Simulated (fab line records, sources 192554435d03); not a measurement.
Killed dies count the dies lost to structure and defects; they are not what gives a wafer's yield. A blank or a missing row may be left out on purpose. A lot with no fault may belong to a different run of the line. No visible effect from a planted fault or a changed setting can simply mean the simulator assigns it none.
A struck lot beside a sound one / flow n5Finfet / 17 steps out of a route of 1938
Sound: the wafers L870.1, L870.5, L870.6. Struck: wafers L882.5, L882.6 (left out: L882.2, a lot-mate that was not struck); the cause follows at the end.
Each step with rows lists, per side, the tool, then ch with its chambers, then its first start. Under that, the readings that differ: sound wafers / struck wafers / difference of the means / sigmas: that difference in standard deviations of wafers without a fault.
alike: readings with means less than 2 such deviations apart, plus words and numbers identical on both sides. not compared: withheld readings, readings lacking a value on some wafer, bounds such as >300 that could conceal the same value, and numbers that have no deviation in the record and whose values overlap.
The two part at a step that has a row with sigmas, a row that says differs or no value, or rows on one side only. Numbers that don't overlap but have no deviation are shown without sigmas and don't part them. A reading that every wafer of one side lacks parts them only if that side has two wafers or more.

N5_BEOL_M9_ETCH_62: etches SOC in N2/H2, target depth 110 nm, overetch 22 nm, time 165 s.
  sound on rieDiel-05 ch 0,2,3, day 10 03:46; struck on rieDiel-04 ch 0,3, day 12 22:06
reading=tempC (C); sound=40.13 40.10 40.18; struck=39.62 40.04; difference=-0.31; sigmas=-3
  alike: biasW, drypumpMotorCurrentA, oesProductAu, rfVppV, showerheadPlenumPTorr, throttleValvePct
  not compared: rfHoursCounterH
then, 1 step without rows for these wafers: N5_BEOL_M9_STRIP_68 (strips in N2/H2).
N5_BEOL_M9_STRIP_67: strips in CF4.
  sound on rieDiel-05 ch 0,2,3, day 10 03:55; struck on rieDiel-04 ch 0,3, day 12 22:14
  alike: drypumpMotorCurrentA, oesProductAu, rfVppV, showerheadPlenumPTorr, throttleValvePct
  not compared: rfHoursCounterH
N5_BEOL_M9_HM_OPEN_17: chemistry Cl2/BCl3, target TiN, target depth 20 nm, overetch 6 nm.
  sound on rieMetal-01 ch 0,1, day 10 03:57; struck on rieMetal-02 ch 0, day 12 22:19
  alike: biasW, drypumpMotorCurrentA, oesProductAu, throttleValvePct
  not compared: rfHoursCounterH
N5_BEOL_M9_STRIP_19: strips in O2.
  sound on rieDiel-05 ch 2,3, day 10 04:04; struck on rieDiel-04 ch 2,3, day 12 22:29
  alike: drypumpMotorCurrentA, oesProductAu, rfVppV, showerheadPlenumPTorr, tempC, throttleValvePct
  not compared: rfHoursCounterH
N5_BEOL_M9_CD_MEAS_18: pitch 140 nm, target cd 70 nm.
  sound on cdSem-01 at day 10 04:08; struck on cdSem-01 at day 12 22:34
  alike: cdNm
then, 6 steps without rows for these wafers: N5_BEOL_M9_COAT_63 (time 60 s, resist thk 60 nm); N5_BEOL_M9_COAT_64 (time 60 s, resist thk 12 nm); N5_BEOL_M9_COAT_75 (time 60 s, resist thk 5 nm); N5_BEOL_M9_COAT_22 (resist thk 30 nm); N5_BEOL_M9_EBR_24; N5_BEOL_M9_SOFTBAKE_23 (time 60 s).
N5_BEOL_M9_EXPOSE_25: exposes mask V8.
  sound on euvScanner-01 ch 0, day 10 05:32; struck on euvScanner-02 ch 0, day 12 22:49
  alike: mask, focusOffsetNm
then, 2 steps without rows for these wafers: N5_BEOL_M9_PEB_26 (peb time 60 s); N5_BEOL_M9_DEVELOP_27 (develop time 30 s).
N5_BEOL_M9_CD_MEAS_28 targets a cd of 70 nm.
  sound on cdSem-02 ch 0, day 10 05:40; struck on cdSem-02 ch 0, day 12 22:56
reading=cdNm (nm); sound=70.2 70.4 70.5; struck=71.2 71.4; difference=+0.9; sigmas=+3
N5_BEOL_M9_OVL_MEAS_29:
  sound on overlay-02 ch 0, day 10 05:42; struck on overlay-02 ch 0, day 12 22:58
reading=V8_OVL (nm); sound=1.5 0.8 1.7; struck=-0.1 -0.2; difference=-1.5; sigmas=-3

## WHERE THEY PART
First at N5_BEOL_M9_ETCH_62; last, within this record, at N5_BEOL_M9_OVL_MEAS_29.

WHY: the cause the simulator had injected
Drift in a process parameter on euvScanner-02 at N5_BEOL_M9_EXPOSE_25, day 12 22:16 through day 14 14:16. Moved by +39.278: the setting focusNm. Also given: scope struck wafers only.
